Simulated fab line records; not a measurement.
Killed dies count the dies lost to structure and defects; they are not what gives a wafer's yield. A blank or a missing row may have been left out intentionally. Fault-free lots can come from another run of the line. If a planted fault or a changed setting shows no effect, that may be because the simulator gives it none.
The same fault as seen by 2 desks / flow n5Finfet / what lay behind the numbers comes last; until then each desk has only its own

## AT THE TOOL OWNER'S DESK: pecvd-03
The tool's own readings at N5_BEOL_M4_ILD_DEP_00 (deposits SiOC from DEMS/O2, target thk 79 nm, time 15.3 s): means of the sampled wafers that have a number, for each lot that ran on this tool. If a lot's mean is further than 4 standard deviations from the usual mean, the lot is out of limits and carries the mark OUT (the distance appears in the brackets).
Columns: A = heaterPowerOuterW at N5_BEOL_M4_ILD_DEP_00, usual 278 W; B = heaterPowerW at N5_BEOL_M4_ILD_DEP_00, usual 494 W; C = rfFwdPowerW at N5_BEOL_M4_ILD_DEP_00, usual 494.5 W; D = showerheadPlenumPTorr at N5_BEOL_M4_ILD_DEP_00, usual 5.697 Torr; E = throttleValvePct at N5_BEOL_M4_ILD_DEP_00, usual 12.2 %
lot=L741; first seen here=day 8 05:29; A=228; B=437; C=493.0; D=5.703; E=11.8
lot=L749; first seen here=day 9 16:27; A=260; B=482; C=494.7; D=5.706; E=12.3
lot=L756; first seen here=day 11 20:29; A=308; B=529; C=494.1; D=5.703; E=12.3
lot=L759; first seen here=day 12 21:03; A=311; B=544; C=496.5; D=5.704; E=12.9
lot=L761; first seen here=day 12 21:28; A=304; B=520; C=494.5; D=5.719; E=12.4
Finding of this desk: none of the 5 lots has anything out of limits.

## METROLOGY DESK
Lot by lot, what the gauges showed, no matter which tool ran the lot: averages of those sampled wafers that carry a number. If a lot's mean is further than 4 standard deviations from the usual mean, the lot is out of limits and carries the mark OUT (the distance appears in the brackets). Readings shown: 7 out of 11 (the first out of limits, and those lying furthest out on some lot).
Columns: A = M4_ILD_THK at N5_BEOL_M4_THK_MEAS_01, usual 79.3 nm; B = DIBL_N at N5_BEOL_M4_RC_MEAS_101, usual 36.8 mV/V; C = DIBL_P at N5_BEOL_M4_RC_MEAS_101, usual 37.1 mV/V; D = IOFF_N at N5_BEOL_M4_RC_MEAS_101, usual 0.168 nA/um; E = IOFF_P at N5_BEOL_M4_RC_MEAS_101, usual 0.22 nA/um; F = ION_P at N5_BEOL_M4_RC_MEAS_101, usual 466 uA/um; G = VT_P at N5_BEOL_M4_RC_MEAS_101, usual -250 mV
lot=L739; first seen here=day 7 03:01; A=78.5; B=37.3; C=38.3; D=0.184; E=0.22; F=461; G=-251
lot=L741; first seen here=day 8 05:34; A=79.1; B=37.0; C=36.1; D=0.147; E=0.20; F=461; G=-251
lot=L742; first seen here=day 8 05:41; A=80.5; B=37.5; C=37.7; D=0.179; E=0.27; F=482; G=-245
lot=L745; first seen here=day 8 19:10; A=79.5; B=35.5; C=37.1; D=0.172; E=0.22; F=467; G=-248
lot=L746; first seen here=day 9 06:38; A=79.3; B=38.3; C=37.4; D=0.183; E=0.24; F=472; G=-246
lot=L749; first seen here=day 9 16:31; A=77.7; B=38.6; C=39.9; D=0.210; E=0.24; F=462; G=-251
lot=L750; first seen here=day 10 11:16; A=79.3; B=34.5; C=33.3; D=0.132; E=0.17; F=458; G=-254
lot=L756; first seen here=day 11 20:33; A=73.2 (-6.1) OUT; B=35.8; C=36.7; D=0.142; E=0.22; F=470; G=-250
lot=L759; first seen here=day 12 21:07; A=69.7 (-9.6) OUT; B=37.8; C=36.6; D=0.156; E=0.18; F=460; G=-256
lot=L761; first seen here=day 12 21:32; A=70.1 (-9.2) OUT; B=34.0; C=33.9; D=0.137; E=0.21; F=470; G=-249
This desk finds L756, L759, L761 out of limits, with the earliest case on L756 at day 11 20:33 (M4_ILD_THK at N5_BEOL_M4_THK_MEAS_01). L739, L741, L742, L745, L746, L749, L750: within limits.

## PUT TOGETHER
An alarm was possible from the metrology desk at day 11 20:33, on L756, L759, L761.
Nothing out of limits was seen by the tool owner's desk.
The tool owner's desk has L756, L759, L761 on record, within its limits.
Every lot named ran N5_BEOL_M4_ILD_DEP_00 on pecvd-03.

## WHAT WAS PUT IN BY THE SIMULATOR
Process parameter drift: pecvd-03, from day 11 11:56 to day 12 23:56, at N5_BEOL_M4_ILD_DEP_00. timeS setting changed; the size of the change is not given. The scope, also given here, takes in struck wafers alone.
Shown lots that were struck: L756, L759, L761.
Per desk, hours elapsed from the start of the fault to the first reading out of limits: for the metrology desk, 9.
